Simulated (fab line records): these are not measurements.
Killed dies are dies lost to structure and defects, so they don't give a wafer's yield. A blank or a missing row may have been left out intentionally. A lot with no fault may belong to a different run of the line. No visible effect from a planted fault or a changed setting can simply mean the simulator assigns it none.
fab line records	flow n5Finfet
record lots=7	wafers=21
route steps=1938 shown BEOL_M5@1112 BEOL_M6@1218 BEOL_M7@1267 BEOL_M8@1332 BEOL_M9@1404
startH: start of the lot's first displayed wafer, in hours after the record's first day	waitH: time in hours since the lot's previous step	" repeats the value in the row above	L1.1+2: several wafers, shown together as one row	- either no value or no given start	* or withheld: withheld	< > ~ a bound
route shown NAME@n: a module of which the file shows steps, and the number in the route of the first	usual: the fault-free wafers' mean and standard deviation	same: alike in all rows	chamber/n: place in a boat	sites: each site's reading	_std_site: standard deviation of those values	_edge_site: outer sites' mean less inner sites'	radiusMm: for every site, how far away it sits from the centre of the wafer	mask NAME#n: copy n	behind: the last tool/chamber to shape the wafer	hold: cause of the lot's hold/its duration in hours/its outcome	device: whichever transistor did not switch (one of n, p or np)	end of line: tests of these same wafers at the route's end	a step with no rows: only its recipe	killed: not the wafer's yield, but the dies lost to structure and defects at the first sort	map: a wafer's dies, marking killed ones x, the rest . and places with no die _
set.NAME: setting as actually run; set.NAME@STEP: the setting as run at that earlier step	model.NAME: the simulator's own value behind a step, which no gauge read
lots run with intentionally changed settings; tables by step, rows by wafer
## steps
# step N5_BEOL_M5_ILD_DEP_00
# recipe material=SiCOH_lowk	targetThkA=1406.4	tempC=300	precursor=DEMS/porogen	pressureTorr=5	rfW=500	timeS=25.9
lot.wafer	tool	chamber	startH	waitH	set.tempC	model.SiCOH_lowk_of_BEOL_M5_ILD_DEP_00.thkNm
L085.2	pecvd-01	1	271.21	0.7	305.2	135.2
L085.4	"	1	"	"	300	140.6
L085.6	"	2	"	"	305.2	134.2
L090.2	pecvd-03	1	300.39	0.7	300	138.8
L090.3	"	0	"	"	300	140.8
L090.5	"	0	"	"	294.4	147.4
L091.1	pecvd-02	1	307.95	0.8	296.1	143.2
L091.3	"	0	"	"	300	140.6
L091.6	"	0	"	"	300	141.8
L092.1	pecvd-03	2	309.59	0.8	294.1	145.8
L092.5	"	1	"	"	300	139.4
L092.6	"	0	"	"	300	141.2
L094.2	pecvd-01	0	328.32	0.7	300	139
L094.3	"	1	"	"	300	137
L094.5	"	2	"	"	297.2	141.8
L095.1	pecvd-01	2	336.04	0.8	300	139.2
L095.2	"	1	"	"	300	139
L095.5	"	0	"	"	294.3	147.4
L096.2	pecvd-03	2	339.54	0.7	300	141.4
L096.5	"	2	"	"	300	143.6
L096.6	"	0	"	"	300	141
# step N5_BEOL_M5_CURE_79
# recipe tempC=385	timeS=240	ambient=He/Ar	material=SiCOH_lowk
lot.wafer	tool	chamber	startH	waitH	set.tempC@BEOL_M5_ILD_DEP_00	model.SiCOH_lowk_of_BEOL_M5_ILD_DEP_00.thkNm
L085.2	uvCure-03	2	271.43	0.2	305.2	116.2
L085.4	"	2	"	"	300	121
L085.6	"	2	"	"	305.2	115.4
L090.2	uvCure-03	2	300.53	0.1	300	119.4
L090.3	"	2	"	"	300	121.2
L090.5	"	2	"	"	294.4	126.8
L091.1	uvCure-01	2	308.01	0.0	296.1	123.2
L091.3	"	2	"	"	300	121
L091.6	"	2	"	"	300	122
L092.1	uvCure-01	1	309.65	0.0	294.1	125.4
L092.5	"	1	"	"	300	120
L092.6	"	1	"	"	300	121.4
L094.2	uvCure-03	1	328.54	0.2	300	119.6
L094.3	"	1	"	"	300	117.8
L094.5	"	1	"	"	297.2	122
L095.1	uvCure-03	0	336.10	0.0	300	119.8
L095.2	"	0	"	"	300	119.6
L095.5	"	0	"	"	294.3	126.8
L096.2	uvCure-01	2	339.68	0.1	300	121.6
L096.5	"	2	"	"	300	123.6
L096.6	"	2	"	"	300	121.2
# step N5_BEOL_M5_THK_MEAS_01
# recipe reads=SiCOH_lowk_of_BEOL_M5_ILD_DEP_00
# usual M5_ILD_THK=121.1/1.7
lot.wafer	tool	chamber	startH	waitH	set.tempC@BEOL_M5_ILD_DEP_00	M5_ILD_THK[nm]
L085.2	filmMetro-02	-	272.26	0.7	305.2	116.2
L085.4	"	-	"	"	300	121.0
L085.6	"	-	"	"	305.2	115.4
L090.2	filmMetro-02	-	300.96	0.4	300	119.6
L090.3	"	-	"	"	300	121.1
L090.5	"	-	"	"	294.4	126.9
L091.1	filmMetro-02	-	308.52	0.4	296.1	123.2
L091.3	"	-	"	"	300	121.0
L091.6	"	-	"	"	300	121.9
L092.1	filmMetro-01	-	310.16	0.4	294.1	125.5
L092.5	"	-	"	"	300	119.9
L092.6	"	-	"	"	300	121.4
L094.2	filmMetro-01	-	329.37	0.7	300	119.5
L094.3	"	-	"	"	300	117.8
L094.5	"	-	"	"	297.2	122.2
L095.1	filmMetro-01	-	337.10	0.8	300	119.8
L095.2	"	-	"	"	300	119.7
L095.5	"	-	"	"	294.3	127.0
L096.2	filmMetro-02	-	340.12	0.4	300	121.6
L096.5	"	-	"	"	300	123.4
L096.6	"	-	"	"	300	121.2
# step N5_BEOL_M6_COAT_63
# recipe resist=SOC	tempC=250	timeS=60	spinRpm=1500	resistThkNm=60
lot.wafer	tool	chamber	startH	waitH	set.spinRpm	model.SOC_of_BEOL_M6_COAT_63.thkNm
L085.2+6	lithoTrack-02	0	291.14	2.2	1335	63.6
L085.4	"	0	"	"	1335	63.8
L090.2+3+5	lithoTrack-02	0	317.47	0.2	1500	60
L091.1+6	lithoTrack-02	0	322.24	0.1	1500	60
L091.3	"	0	"	"	1500	60.2
L092.1	lithoTrack-05	0	328.29	0.1	1500	60
L092.5	"	0	"	"	1335	63.8
L092.6	"	0	"	"	1335	63.6
L094.2	lithoTrack-05	0	346.06	2.0	1500	60.2
L094.3	"	0	"	"	1555	59.2
L094.5	"	0	"	"	1555	59
L095.1+2+5	lithoTrack-02	0	351.41	0.2	1500	60
L096.2+6	lithoTrack-05	0	357.64	3.8	1500	60
L096.5	"	0	"	"	1500	59.8
# step N5_BEOL_M6_COAT_22
# recipe resist=CAR-EUV	spinRpm=1500	resistThkNm=30
lot.wafer	tool	chamber	startH	waitH	set.spinRpm	model.CAR-EUV_of_BEOL_M6_COAT_22.thkNm
L085.2	lithoTrack-02	0	-	-	1601	29
L085.4+6	"	0	"	"	1500	30
L090.2+3+5	lithoTrack-02	0	-	-	1418	30.8
L091.1	lithoTrack-02	0	-	-	1500	30
L091.3	"	0	"	"	1626	29
L091.6	"	0	"	"	1500	30.2
L092.1+6	lithoTrack-05	0	-	-	1500	30
L092.5	"	0	"	"	1615	29
L094.2+5	lithoTrack-05	0	-	-	1500	30
L094.3	"	0	"	"	1603	29
L095.1+5	lithoTrack-02	0	-	-	1608	29.2
L095.2	"	0	"	"	1500	30.2
L096.2+5+6	lithoTrack-05	0	-	-	1500	30
# step N5_BEOL_M6_EBR_24
# recipe solvent=PGMEA	ebrWidthMm=1.5
# step N5_BEOL_M6_SOFTBAKE_23
# recipe tempC=110	timeS=60	resist=CAR-EUV
# step N5_BEOL_M6_DESCUM_33
# recipe chemistry=O2	timeS=7	sourcePowerW=50	biasPowerW=20	pressureMtorr=20	rfFrequencyHz=2.712e+07	tempC=40	resist=CAR-EUV	o2FlowSccm=225
lot.wafer	tool	chamber	startH	waitH	set.spinRpm@BEOL_M6_COAT_22	model.CAR-EUV_of_BEOL_M6_COAT_22.thkNm
L085.2	rieDiel-03	3	291.53	0.0	1601	25.2
L085.4	"	2	"	"	1500	26
L085.6	"	1	"	"	1500	26.2
L090.2+3	rieDiel-03	0,1	317.87	0.0	1418	27
L090.5	"	2	"	"	1418	26.8
L091.1+6	rieDiel-03	0,2	322.72	0.1	1500	26.2
L091.3	"	3	"	"	1626	25.2
L092.1+6	rieDiel-03	0,2	328.81	0.0	1500	26.2
L092.5	"	1	"	"	1615	25.2
L094.2+5	rieDiel-02	3	346.45	0.0	1500	26
L094.3	"	1	"	"	1603	25
L095.1+5	rieDiel-02	0	352.07	0.3	1608	25.2
L095.2	"	1	"	"	1500	26.2
L096.2+5+6	rieDiel-05	1,1,2	358.31	0.2	1500	26
# step N5_BEOL_M6_ETCH_72
# recipe chemistry=N2/H2	target=underlayer	targetDepthA=65	maskMaterial=CAR-EUV	timeS=5.2	ionEnergyEv=200	pressureMtorr=30	sourceW=840	biasW=150	n2FlowSccm=200	h2FlowSccm=200	ends=cleared
# step N5_BEOL_M6_ETCH_65
# recipe chemistry=CF4	target=SiARC	targetDepthA=156	maskMaterial=CAR-EUV	timeS=26	ionEnergyEv=80	pressureMtorr=40	sourceW=545	biasW=36	Ar_flow_sccm=100	cf4FlowSccm=100	ends=cleared
# step N5_BEOL_M6_ETCH_66
# recipe chemistry=N2/H2	target=SOC	targetDepthA=800	overetchA=160	maskMaterial=SiARC	tempC=40	timeS=120	ionEnergyEv=200	pressureMtorr=30	sourceW=840	biasW=150	n2FlowSccm=200	h2FlowSccm=200
lot.wafer	tool	chamber	startH	waitH	set.spinRpm@BEOL_M6_COAT_63	model.etch.depthNm
L085.2	rieDiel-03	3	291.61	0.0	1335	63.58
L085.4	"	2	"	"	1335	63.78
L085.6	"	1	"	"	1335	63.6
L090.2	rieDiel-03	0	317.94	0.0	1500	59.95
L090.3	"	1	"	"	1500	59.98
L090.5	"	2	"	"	1500	60.08
L091.1	rieDiel-03	0	322.80	0.0	1500	60.09
L091.3	"	3	"	"	1500	60.14
L091.6	"	2	"	"	1500	60.07
L092.1	rieDiel-03	0	328.89	0.0	1500	59.92
L092.5	"	1	"	"	1335	63.73
L092.6	"	2	"	"	1335	63.59
L094.2	rieDiel-02	3	346.53	0.0	1500	60.19
L094.3	"	1	"	"	1555	59.18
L094.5	"	3	"	"	1555	58.94
L095.1	rieDiel-02	0	352.15	0.0	1500	60.07
L095.2	"	1	"	"	1500	59.97
L095.5	"	0	"	"	1500	59.95
L096.2	rieDiel-05	1	358.39	0.0	1500	59.93
L096.5	"	1	"	"	1500	59.72
L096.6	"	2	"	"	1500	59.91
# step N5_BEOL_M7_HM_DEP_02
# recipe material=TiN	targetThkA=200	tempC=25	chamberPressurePa=0.49996
lot.wafer	tool	chamber	startH	waitH	set.targetThkA	model.TiN_of_BEOL_M7_HM_DEP_02.thkNm
L085.2	pvdSputter-03	-	295.31	0.6	215.9	21.2
L085.4	"	-	"	"	215.9	22
L085.6	"	-	"	"	200	20
L090.2	pvdSputter-02	-	322.82	1.4	200	20.4
L090.3	"	-	"	"	177.1	17.8
L090.5	"	-	"	"	200	19.8
L091.1	pvdSputter-02	-	327.17	0.9	200	20.2
L091.3	"	-	"	"	200	20.4
L091.6	"	-	"	"	222.4	22.4
L092.1+5+6	pvdSputter-02	-	334.15	1.6	200	20
L094.2	pvdSputter-01	-	352.43	2.2	200	20
L094.3+5	"	-	"	"	200	19.6
L095.1	pvdSputter-03	-	358.25	1.0	222.5	22.2
L095.2	"	-	"	"	200	20.2
L095.5	"	-	"	"	222.5	22.4
L096.2	pvdSputter-02	-	363.23	0.8	200	20
L096.5	"	-	"	"	200	19.6
L096.6	"	-	"	"	200	20.2
# step N5_BEOL_M7_COAT_59
# recipe resist=SOC	tempC=250	timeS=60	spinRpm=1500	resistThkNm=100
# step N5_BEOL_M7_COAT_60
# recipe resist=SiARC	tempC=220	timeS=60	spinRpm=1500	resistThkNm=35
# step N5_BEOL_M7_STRIP_68
# recipe chemistry=N2/H2	tempC=40	n2FlowSccm=200	h2FlowSccm=200	rfFrequencyHz=6e+07
# step N5_BEOL_M7_STRIP_67
# recipe chemistry=CF4	resist=SiARC	powerW=300	biasPowerW=75	pressureMtorr=50	cf4FlowSccm=150	rfFrequencyHz=6e+07
# step N5_BEOL_M7_HM_OPEN_17
# recipe chemistry=Cl2/BCl3	targetDepthA=200	overetchA=60	target=TiN	maskMaterial=SOC	ionEnergyEv=150	pressureMtorr=10	icpW=1000	biasW=126	Cl2_flow_sccm=53.25	bcl3FlowSccm=21.75	Ar_flow_sccm=25
lot.wafer	tool	chamber	startH	waitH	set.targetThkA@BEOL_M7_HM_DEP_02	model.etch.depthNm
L085.2	rieMetal-03	1	296.18	0.0	215.9	21.2
L085.4	"	1	"	"	215.9	21.97
L085.6	"	0	"	"	200	20
L090.2	rieMetal-02	0	323.83	0.0	200	20.38
L090.3	"	0	"	"	177.1	17.74
L090.5	"	1	"	"	200	19.8
L091.1	rieMetal-03	1	328.08	0.0	200	20.13
L091.3	"	0	"	"	200	20.31
L091.6	"	1	"	"	222.4	22.37
L092.1	rieMetal-01	1	335.02	0.0	200	20.05
L092.5	"	1	"	"	200	19.98
L092.6	"	1	"	"	200	19.95
L094.2	rieMetal-02	0	353.29	0.0	200	19.94
L094.3	"	0	"	"	200	19.6
L094.5	"	0	"	"	200	19.67
L095.1	rieMetal-02	1	359.11	0.0	222.5	22.25
L095.2	"	0	"	"	200	20.25
L095.5	"	0	"	"	222.5	22.3
L096.2	rieMetal-02	0	364.07	0.0	200	20.09
L096.5	"	1	"	"	200	19.68
L096.6	"	0	"	"	200	20.26
# step N5_BEOL_M7_STRIP_19
# recipe chemistry=O2	powerW=400	tempC=40	pressureMtorr=30	rfFrequencyHz=6e+07	biasPowerW=0	overashFraction=0.2	o2FlowSccm=225
# step N5_BEOL_M7_STRIP_76
# recipe chemistry=C4F6/O2	resist=SiARC	rfFrequencyHz=6e+07
# step N5_BEOL_M7_STRIP_36
# recipe chemistry=N2/H2	powerW=450	tempC=40	pressureMtorr=20	rfFrequencyHz=6e+07	overashFraction=0.3	biasPowerW=7	h2Frac=0.5	n2FlowSccm=200	h2FlowSccm=200
# step N5_BEOL_M7_TRENCH_ETCH_37
# recipe chemistry=C4F6/O2	targetDepthA=934.78	target=SiCOH_lowk	timeS=31.2	ionEnergyEv=250	pressureMtorr=30	sourceW=345	biasW=185	Ar_flow_sccm=300	C4F6_flow_sccm=10	O2_flow_sccm=10
lot.wafer	tool	chamber	startH	waitH	set.targetThkA@BEOL_M7_HM_DEP_02	model.TiN_of_BEOL_M7_HM_DEP_02.thkNm
L085.2	rieDiel-06	0	-	-	215.9	18.6
L085.4	"	1	"	"	215.9	19.2
L085.6	"	1	"	"	200	17.4
L090.2	rieDiel-04	0	-	-	200	17.6
L090.3	"	1	"	"	177.1	15
L090.5	"	0	"	"	200	17.2
L091.1	rieDiel-04	3	-	-	200	17.4
L091.3	"	0	"	"	200	17.6
L091.6	"	0	"	"	222.4	19.8
L092.1+6	rieDiel-01	0,1	-	-	200	17.4
L092.5	"	0	"	"	200	17.2
L094.2+5	rieDiel-06	2,3	-	-	200	17.2
L094.3	"	3	"	"	200	17
L095.1+5	rieDiel-01	1,2	-	-	222.5	19.6
L095.2	"	0	"	"	200	17.6
L096.2	rieDiel-06	1	-	-	200	17.4
L096.5	"	3	"	"	200	17.2
L096.6	"	2	"	"	200	17.6
# step N5_BEOL_M8_ILD_DEP_00
# recipe material=SiCOH_lowk	targetThkA=1797.5	tempC=300	precursor=DEMS/porogen	pressureTorr=5	rfW=500	timeS=33.4
lot.wafer	tool	chamber	startH	waitH	set.timeS	model.SiCOH_lowk_of_BEOL_M8_ILD_DEP_00.thkNm
L085.2	pecvd-03	2	301.92	0.0	33.4	183.6
L085.4	"	1	"	"	33.4	182
L085.6	"	0	"	"	37.32	201.2
L090.2	pecvd-03	2	329.79	0.0	33.4	183
L090.3	"	0	"	"	33.4	180.6
L090.5	"	1	"	"	33.4	182
L091.1	pecvd-03	1	331.73	0.0	30.2	162
L091.3	"	2	"	"	33.4	185.8
L091.6	"	2	"	"	30.2	170
L092.1	pecvd-02	2	341.57	0.0	31.93	174.8
L092.5	"	0	"	"	31.93	171.2
L092.6	"	1	"	"	33.4	182.4
L094.2	pecvd-02	0	361.16	0.0	36.18	194
L094.3	"	1	"	"	33.4	181
L094.5	"	2	"	"	36.18	198
L095.1	pecvd-03	1	364.36	0.0	33.4	180
L095.2	"	0	"	"	33.4	178.4
L095.5	"	0	"	"	33.4	184.8
L096.2	pecvd-02	0	368.62	0.0	33.4	181
L096.5	"	2	"	"	33.4	184
L096.6	"	0	"	"	33.4	184.4
# step N5_BEOL_M8_CURE_74
# recipe tempC=385	timeS=240	ambient=He/Ar	material=SiCOH_lowk
lot.wafer	tool	chamber	startH	waitH	set.timeS@BEOL_M8_ILD_DEP_00	model.SiCOH_lowk_of_BEOL_M8_ILD_DEP_00.thkNm
L085.2	uvCure-03	2	302.06	0.1	33.4	158.4
L085.4	"	2	"	"	33.4	157
L085.6	"	2	"	"	37.32	173.6
L090.2	uvCure-02	0	329.93	0.1	33.4	157.8
L090.3	"	0	"	"	33.4	155.8
L090.5	"	0	"	"	33.4	157
L091.1	uvCure-01	2	331.79	0.0	30.2	139.4
L091.3	"	2	"	"	33.4	160.2
L091.6	"	2	"	"	30.2	146.6
L092.1	uvCure-03	2	342.64	1.1	31.93	150.6
L092.5	"	2	"	"	31.93	147.6
L092.6	"	2	"	"	33.4	157.2
L094.2	uvCure-02	0	361.50	0.3	36.18	167.4
L094.3	"	0	"	"	33.4	156
L094.5	"	0	"	"	36.18	171
L095.1	uvCure-03	1	364.43	0.0	33.4	155.2
L095.2	"	1	"	"	33.4	154
L095.5	"	1	"	"	33.4	159.4
L096.2	uvCure-03	1	368.76	0.1	33.4	156.2
L096.5	"	1	"	"	33.4	158.6
L096.6	"	1	"	"	33.4	159.2
# step N5_BEOL_M8_THK_MEAS_01
# recipe reads=SiCOH_lowk_of_BEOL_M8_ILD_DEP_00
# usual M8_ILD_THK=156.3/2.2
lot.wafer	tool	chamber	startH	waitH	set.timeS@BEOL_M8_ILD_DEP_00	M8_ILD_THK[nm]
L085.2	filmMetro-02	-	302.49	0.4	33.4	158.4
L085.4	"	-	"	"	33.4	156.8
L085.6	"	-	"	"	37.32	173.6
L090.2	filmMetro-02	-	330.37	0.4	33.4	158.0
L090.3	"	-	"	"	33.4	155.7
L090.5	"	-	"	"	33.4	157.0
L091.1	filmMetro-02	-	332.32	0.4	30.2	139.5
L091.3	"	-	"	"	33.4	160.3
L091.6	"	-	"	"	30.2	146.5
L092.1	filmMetro-01	-	343.63	0.8	31.93	150.7
L092.5	"	-	"	"	31.93	147.7
L092.6	"	-	"	"	33.4	157.3
L094.2	filmMetro-02	-	361.93	0.4	36.18	167.6
L094.3	"	-	"	"	33.4	156.1
L094.5	"	-	"	"	36.18	170.9
L095.1	filmMetro-01	-	364.94	0.4	33.4	155.1
L095.2	"	-	"	"	33.4	154.0
L095.5	"	-	"	"	33.4	159.4
L096.2	filmMetro-01	-	369.19	0.4	33.4	156.2
L096.5	"	-	"	"	33.4	158.6
L096.6	"	-	"	"	33.4	159.2
# step N5_BEOL_M9_PECVD_70
# recipe material=SiO2	targetThkA=200	tempC=400	precursor=TEOS/O2	pressureTorr=5.5	rfW=450	teosFlowSccm=53.8	gas=O2	flowSccm=3000	timeS=22.7
lot.wafer	tool	chamber	startH	waitH	set.timeS	model.SiO2_of_BEOL_M9_PECVD_70.thkNm
L085.2	pecvd-03	1	310.68	0.0	22.7	19.8
L085.4	"	0	"	"	21.52	19.8
L085.6	"	2	"	"	22.7	20.8
L090.2	pecvd-01	0	338.67	0.0	22.7	19.2
L090.3	"	2	"	"	21.01	18.4
L090.5	"	0	"	"	21.01	18.2
L091.1	pecvd-02	2	342.71	0.0	22.7	19.8
L091.3+6	"	1	"	"	22.7	19.4
L092.1	pecvd-02	0	352.31	0.0	22.7	19.6
L092.5	"	1	"	"	22.7	20
L092.6	"	2	"	"	22.7	20.4
L094.2	pecvd-02	1	368.70	0.0	20.71	17.4
L094.3	"	2	"	"	20.71	18.4
L094.5	"	1	"	"	22.7	19.4
L095.1	pecvd-02	1	374.90	0.0	25.62	21.6
L095.2	"	0	"	"	22.7	19.6
L095.5	"	1	"	"	25.62	22
L096.2+6	pecvd-03	2,0	380.38	0.0	22.7	20.8
L096.5	"	1	"	"	22.7	20.2
# step N5_BEOL_M9_EXPOSE_08
# recipe maskId=M9	na=1.35	sourceShape=dipole	sigmaInner=0.411	sigmaOuter=0.611	polarization=te	doseMj=53.75
lot.wafer	tool	chamber	startH	waitH	mask	set.doseMj
L085.2+4	arfiScanner-01	0	313.60	-	M9#0	51.99
L085.6	"	0	"	"	M9#0	53.75
L090.2+3	arfiScanner-03	0	339.39	-	M9#0	53.75
L090.5	"	0	"	"	M9#0	51.62
L091.1	arfiScanner-02	0	343.71	-	M9#0	52.24
L091.3+6	"	0	"	"	M9#0	53.75
L092.1+6	arfiScanner-01	0	353.65	-	M9#0	55.15
L092.5	"	0	"	"	M9#0	53.75
L094.2+3+5	arfiScanner-03	0	370.81	-	M9#0	53.75
L095.1+2+5	arfiScanner-01	0	375.49	-	M9#0	53.75
L096.2+5+6	arfiScanner-01	0	381.85	-	M9#0	53.75
# step N5_BEOL_M9_PEB_09
# recipe pebTempC=withheld	pebTimeS=60	resist=CAR-ArF
# step N5_BEOL_M9_DEVELOP_10
# recipe developTimeS=30	developer=TMAH	resist=CAR-ArF	rinseLiquid=diw	dry=airSpin	devTempC=23
# step N5_BEOL_M9_CD_MEAS_11
# recipe targetCdNm=64.1	landingEnergyEv=500	detector=seInlens	polarity=opening
# usual cdNm=64.3/0.69
lot.wafer	tool	chamber	startH	waitH	set.doseMj@BEOL_M9_EXPOSE_08	cdNm
L085.2	cdSem-03	0	313.72	-	51.99	62.9
L085.4	"	0	"	"	51.99	63.1
L085.6	"	0	"	"	53.75	65.0
L090.2	cdSem-03	0	339.51	-	53.75	65.0
L090.3	"	0	"	"	53.75	64.4
L090.5	"	0	"	"	51.62	63.1
L091.1	cdSem-02	0	343.83	-	52.24	62.2
L091.3	"	0	"	"	53.75	64.2
L091.6	"	0	"	"	53.75	63.3
L092.1	cdSem-01	0	353.78	-	55.15	65.6
L092.5	"	0	"	"	53.75	63.3
L092.6	"	0	"	"	55.15	66.2
L094.2	cdSem-01	0	370.93	-	53.75	64.0
L094.3	"	0	"	"	53.75	64.4
L094.5	"	0	"	"	53.75	63.7
L095.1	cdSem-03	0	375.62	-	53.75	64.3
L095.2	"	0	"	"	53.75	63.4
L095.5	"	0	"	"	53.75	63.4
L096.2	cdSem-02	0	381.97	-	53.75	64.0
L096.5	"	0	"	"	53.75	64.7
L096.6	"	0	"	"	53.75	63.4
## key
split step=N5_BEOL_M5_ILD_DEP_00	setting=tempC	stated=300	by=wafer
response step=N5_BEOL_M5_ILD_DEP_00	reading=model.SiCOH_lowk_of_BEOL_M5_ILD_DEP_00.thkNm	change=-3.46	per=1%	r=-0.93
response step=N5_BEOL_M5_CURE_79	reading=model.SiCOH_lowk_of_BEOL_M5_ILD_DEP_00.thkNm	change=-2.97	per=1%	r=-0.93
response step=N5_BEOL_M5_THK_MEAS_01	reading=M5_ILD_THK	change=-3.02	per=1%	r=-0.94
split step=N5_BEOL_M6_COAT_63	setting=spinRpm	stated=1500	by=wafer
response step=N5_BEOL_M6_COAT_63	reading=model.SOC_of_BEOL_M6_COAT_63.thkNm	change=-0.333	per=1%	r=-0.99
response step=N5_BEOL_M6_ETCH_66	reading=model.etch.depthNm	change=-0.337	per=1%	r=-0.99
split step=N5_BEOL_M6_COAT_22	setting=spinRpm	stated=1500	by=wafer
response step=N5_BEOL_M6_COAT_22	reading=model.CAR-EUV_of_BEOL_M6_COAT_22.thkNm	change=-0.138	per=1%	r=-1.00
response step=N5_BEOL_M6_DESCUM_33	reading=model.CAR-EUV_of_BEOL_M6_COAT_22.thkNm	change=-0.132	per=1%	r=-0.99
split step=N5_BEOL_M7_HM_DEP_02	setting=targetThkA	stated=200	by=wafer
response step=N5_BEOL_M7_HM_DEP_02	reading=model.TiN_of_BEOL_M7_HM_DEP_02.thkNm	change=+0.193	per=1%	r=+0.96
response step=N5_BEOL_M7_HM_OPEN_17	reading=model.etch.depthNm	change=+0.194	per=1%	r=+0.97
response step=N5_BEOL_M7_TRENCH_ETCH_37	reading=model.TiN_of_BEOL_M7_HM_DEP_02.thkNm	change=+0.196	per=1%	r=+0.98
split step=N5_BEOL_M8_ILD_DEP_00	setting=timeS	stated=33.4	by=wafer
response step=N5_BEOL_M8_ILD_DEP_00	reading=model.SiCOH_lowk_of_BEOL_M8_ILD_DEP_00.thkNm	change=+1.8	per=1%	r=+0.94
response step=N5_BEOL_M8_CURE_74	reading=model.SiCOH_lowk_of_BEOL_M8_ILD_DEP_00.thkNm	change=+1.56	per=1%	r=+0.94
response step=N5_BEOL_M8_THK_MEAS_01	reading=M8_ILD_THK	change=+1.57	per=1%	r=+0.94
split step=N5_BEOL_M9_PECVD_70	setting=timeS	stated=22.7	by=wafer
response step=N5_BEOL_M9_PECVD_70	reading=model.SiO2_of_BEOL_M9_PECVD_70.thkNm	change=+0.156	per=1%	r=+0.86
split step=N5_BEOL_M9_EXPOSE_08	setting=doseMj	stated=53.75	by=wafer
response step=N5_BEOL_M9_CD_MEAS_11	reading=cdNm	change=+0.58	per=1%	r=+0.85
